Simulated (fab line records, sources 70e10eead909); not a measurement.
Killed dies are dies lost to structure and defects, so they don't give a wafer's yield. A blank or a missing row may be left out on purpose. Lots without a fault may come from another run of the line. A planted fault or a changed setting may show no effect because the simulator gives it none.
A struck lot beside a sound one | flow nand_harc | 15 steps out of a route of 1302
Sound: wafers L785.1, L785.3, L785.4. Struck: wafers L791.2, L791.3, L791.4. The cause comes at the end.
At each step with rows: each side's tool, then ch and its chambers, then its first start. Under that, the readings that differ: sound wafers | struck wafers | difference of the means | sigmas: that difference in standard deviations of wafers without a fault.
alike: readings whose means differ by less than 2 such deviations, and words and numbers that are the same on both sides. not compared: withheld readings, readings that some wafer has no value for, bounds like >300 that may hide the same value, and numbers for which the record gives no deviation and whose values overlap.
The two part at a step that has a row with sigmas, a row that says differs or no value, or rows on one side only. Numbers that don't overlap but have no deviation are shown without sigmas and don't part them. A reading that every wafer of one side lacks parts them only if that side has two wafers or more.

NHARC_A_CHANNEL_FILL_D1_ALD_16: deposits SiO2, target thk 1.5 nm, pulse time 10 s, ald cycles 15.
  sound on ald_hk-02 ch 1,2,3, day 12 04:13; struck on ald_hk-04 ch 0,1,3, day 14 13:43
  alike: heater_power_w, precursor_pulse_height_rel
then, 2 steps without rows for these wafers: NHARC_A_CHANNEL_FILL_D1_ANNEAL_17 (time 1800 s); NHARC_A_CHANNEL_FILL_D1_CVD_18 (deposits poly-Si, target thk 3 nm).
NHARC_A_CHANNEL_FILL_D1_ETCHBACK_19: etches the open film in HBr/Cl2, target depth 5 nm, time 1.7 s.
  sound on rie_si-05 ch 0,2,3, day 12 15:57; struck on rie_si-02 ch 0,1,3, day 15 01:43
  reading                | sound          | struck         | difference | sigmas
  rf_hours_counter_h (h) | 0.96 0.82 1.01 | 0.40 0.36 0.40 | -0.54      |
  alike: drypump_motor_current_A, oes_product_au, throttle_valve_pct
NHARC_A_CHANNEL_FILL_D1_ETCHBACK_20: etches the open film in C4F8/O2/Ar, target depth 27 nm, time 13.5 s.
  sound on rie_diel-05 ch 0,1,3, day 12 16:04; struck on rie_diel-01 ch 0,2,3, day 15 01:51
  reading                | sound | struck | difference | sigmas
  rf_hours_counter_h (h) | 1 2 1 | 8 7 7  | +6         |
  alike: oes_product_au, rf_vpp_V, run_length_s
then, 5 steps without rows for these wafers: NHARC_A_CHANNEL_FILL_D1_STRIP_28 (strips in O2, time 20 s); NHARC_A_CHANNEL_FILL_D1_PRECLEAN_21 (cleans in dHF, time 30 s); NHARC_A_CHANNEL_FILL_D1_SRD_23; NHARC_A_CHANNEL_FILL_D1_CVD_05 (deposits poly-Si, target thk 5 nm); NHARC_A_CHANNEL_FILL_D1_ANNEAL_22 (time 7200 s).
NHARC_A_CHANNEL_FILL_D1_THK_MEAS_06: measures by ellipsometry.
  sound on film_metro-02, day 13 03:46; struck on film_metro-01, day 15 13:41
  alike: thk_nm
NHARC_A_CHANNEL_FILL_D1_ALD_25: deposits SiOx, target thk 60 nm, pulse time 10 s, ald cycles 600.
  sound on ald_hk-04 ch 1,2,3, day 13 03:49; struck on ald_hk-03 ch 0,1,2, day 15 13:44
  alike: heater_power_w, precursor_pulse_height_rel
NHARC_A_CHANNEL_FILL_D1_ETCHBACK_08: etches the open film in C4F8, target depth 220 nm, time 110 s.
  sound on rie_diel-01 ch 0,1,3, day 13 09:22; struck on rie_diel-11 ch 1,2,3, day 15 19:18
  reading                | sound             | struck            | difference | sigmas
  rf_hours_counter_h (h) | 4 5 5             | 6 6 6             | +1         |
  run_length_s (s)       | 130.8 131.9 131.2 | 149.6 149.3 150.0 | +18.3      | +48
  alike: oes_product_au, rf_vpp_V
NHARC_A_CHANNEL_FILL_D1_STRIP_29: strips in O2, time 20 s.
  sound on rie_diel-01 ch 0,2,3; struck on rie_diel-11 ch 0,1,3
  alike: drypump_motor_current_A, oes_product_au, rf_vpp_V, showerhead_plenum_p_Torr, throttle_valve_pct
  not compared: rf_hours_counter_h
NHARC_END_SORT_01:
  the record has rows for the sound wafers here (prober-01 ch 0, day 26 22:26) and none for the struck ones

WHERE THEY PART
First at NHARC_A_CHANNEL_FILL_D1_ETCHBACK_08; last, within this record, at NHARC_END_SORT_01.

WHY: what the simulator had put in
Process parameter drift: rie_diel-11, from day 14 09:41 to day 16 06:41, at NHARC_A_CHANNEL_FILL_D1_ETCHBACK_08. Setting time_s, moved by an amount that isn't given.
